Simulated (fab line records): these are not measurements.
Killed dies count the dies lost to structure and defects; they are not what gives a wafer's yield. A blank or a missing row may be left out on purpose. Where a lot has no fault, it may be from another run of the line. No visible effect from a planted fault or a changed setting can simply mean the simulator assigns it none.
Comparing a struck lot with a sound one    flow n5Finfet    35 steps out of a route of 1938
Sound: these wafers, L364.3, L364.5, L364.6. Struck: wafer L349.1 (left out: L349.2, a lot-mate that was not struck); the cause follows at the end.
Per side, at each step with rows, come the tool, then ch with its chambers, and then its first start. Under that, the readings that differ: sound wafers    struck wafers    difference of the means    sigmas: that difference in standard deviations of wafers without a fault.
alike: words and numbers the same on both sides, and readings whose means are apart by under 2 such deviations; not compared: readings that were withheld, readings missing a value for some wafer, numbers with overlapping values and no deviation given by the record, and bounds like >300 which may hide the same value.
A row with sigmas, a row that says differs or no value, or rows on one side alone: a step with any of these is where the two part. Numbers that have no deviation but don't overlap get no sigmas and don't part them. A reading missing from all wafers of one side parts the sides only when that side holds two or more wafers.

first, 9 steps without rows for these wafers: N5_MOL_CONTACT_COAG_SRD_128 (dry time 32 s); N5_MOL_CONTACT_COAG_CMP_52 (polishes, stops on SiO2, t overpolish 1.5 s, target thk 66.5 nm); N5_MOL_CONTACT_COAG_ANNEAL_112 (time 1800 s); N5_BEOL_M0_SAQP_PECVD_00 (deposits SiCN from 3MS/NH3, target thk 8 nm, time 14 s); N5_BEOL_M0_SAQP_ILD_DEP_01 (deposits SiOC from DEMS/O2, target thk 45.419 nm, time 8.7 s); N5_BEOL_M0_SAQP_HM_DEP_02 (deposits TiN, target thk 12 nm); N5_BEOL_M0_SAQP_PECVD_03 (deposits SiCN from 3MS/NH3, target thk 12 nm, time 21.1 s); N5_BEOL_M0_SAQP_PECVD_96 (deposits a-Si from SiH4/He, target thk 45 nm, time 45.2 s); N5_BEOL_M0_SAQP_PECVD_97 (deposits SiNx from SiH4/NH3/N2, target thk 23 nm, time 19.9 s).
N5_BEOL_M0_SAQP_PECVD_04: deposits a-Si from SiH4/He, target thk 60 nm, time 60.2 s.
  sound on pecvd-04 ch 1,2, day 11 09:11; struck on pecvd-03 ch 1, day 7 16:40
reading                                         sound           struck  difference  sigmas
model.a-Si_of_BEOL_M0_SAQP_PECVD_04.thkNm (nm)  59.4 59.2 59.6  57.6    -1.8        
  alike: heaterPowerW, showerheadPlenumPTorr, throttleValvePct
  not compared: susceptorTempC
then, 15 steps without rows for these wafers: N5_BEOL_M0_SAQP_HM_DEP_111 (deposits SiO2 from SiH4/N2O, target thk 12 nm, time 7.2 s); N5_BEOL_M0_SAQP_COAT_81 (time 60 s, resist thk 100 nm); N5_BEOL_M0_SAQP_COAT_82 (time 60 s, resist thk 30 nm); N5_BEOL_M0_SAQP_COAT_08 (resist thk 90 nm); N5_BEOL_M0_SAQP_EBR_10; N5_BEOL_M0_SAQP_SOFTBAKE_09 (time 60 s); N5_BEOL_M0_SAQP_EXPOSE_11 (exposes mask M0 CORE, target cd 42 nm); N5_BEOL_M0_SAQP_PEB_12 (peb time 60 s); N5_BEOL_M0_SAQP_DEVELOP_13 (develop time 30 s); N5_BEOL_M0_SAQP_DESCUM_19 (chemistry O2, time 7.9 s); N5_BEOL_M0_SAQP_ETCH_83 (etches SiARC in CF4, target depth 39 nm, time 65 s); N5_BEOL_M0_SAQP_ETCH_84 (etches SOC in N2/H2, target depth 100 nm, overetch 20 nm, time 150 s); N5_BEOL_M0_SAQP_STRIP_80 (strips in N2/H2); N5_BEOL_M0_SAQP_HM_OPEN_112 (chemistry CHF3/O2, target SiO2, stops on a-Si, target depth 12 nm, time 13.5 s); N5_BEOL_M0_SAQP_STRIP_113 (strips in CHF3/O2).
N5_BEOL_M0_SAQP_MANDREL_ETCH_20: etches a-Si in HBr/Cl2, stops on SiNx, target depth 60 nm, bt time 10 s, time 30 s.
  sound on rieSi-03 ch 0,2,3, day 11 10:22; struck on rieSi-04 ch 2, day 7 17:40
reading                  sound              struck  difference  sigmas
model.etch.depthNm (nm)  59.48 59.24 59.62  57.63   -1.82       
  alike: drypumpMotorCurrentA, oesProductAu, throttleValvePct
  not compared: rfHoursCounterH
then, 5 steps without rows for these wafers: N5_BEOL_M0_SAQP_STRIP_86 (strips in N2/H2); N5_BEOL_M0_SAQP_STRIP_115 (strips in post etch residue remover, time 60 s); N5_BEOL_M0_SAQP_SRD_93 (time 30 s); N5_BEOL_M0_SAQP_RECESS_114 (chemistry HF/NH3, target SiO2, target depth 14.4 nm, afs cycles 3, sublimation time 60 s); N5_BEOL_M0_SAQP_SPACER1_ALD_98 (deposits SiO2, target thk 12.8 nm, pulse time 1 s, purge time 2 s).
N5_BEOL_M0_SAQP_SPACER1_ETCHBACK_99: etches SiO2 in CHF3/O2, target depth 15.4 nm, time 7.7 s.
  sound on rieDiel-05 ch 0,3, day 11 11:27; struck on rieDiel-02 ch 3, day 7 19:50
reading                                         sound         struck  difference  sigmas
model.a-Si_of_BEOL_M0_SAQP_PECVD_04.thkNm (nm)  58.8 58.6 59  57      -2          
  alike: drypumpMotorCurrentA, oesProductAu, rfVppV, showerheadPlenumPTorr, throttleValvePct
  not compared: rfHoursCounterH
then, 1 step without rows for these wafers: N5_BEOL_M0_SAQP_MANDREL1_REMOVE_100 (chemistry HBr/Cl2/O2, target a-Si, stops on SiNx, bt time 10 s).
-- a jump in the record: the struck wafers' starts before and after are 3 days apart (it breaks off in module BEOL_M0_SAQP and resumes in module BEOL_M4, where the first step shown is number 1111 of the route) --
N5_BEOL_M4_RC_MEAS_101:
  sound on prober-01 ch 0, day 16 01:50; struck on prober-02 ch 0, day 11 07:42
  alike: DIBL_N, DIBL_P, IOFF_N, IOFF_P, ION_N, ION_P, SS_N, SS_P, VT_N, VT_P
next, for these wafers, 1 step has no rows: N5_PASSIVATION_PROBE_49.

## WHERE THEY PART
Nowhere in this record.

WHY: what had been put in by the simulator
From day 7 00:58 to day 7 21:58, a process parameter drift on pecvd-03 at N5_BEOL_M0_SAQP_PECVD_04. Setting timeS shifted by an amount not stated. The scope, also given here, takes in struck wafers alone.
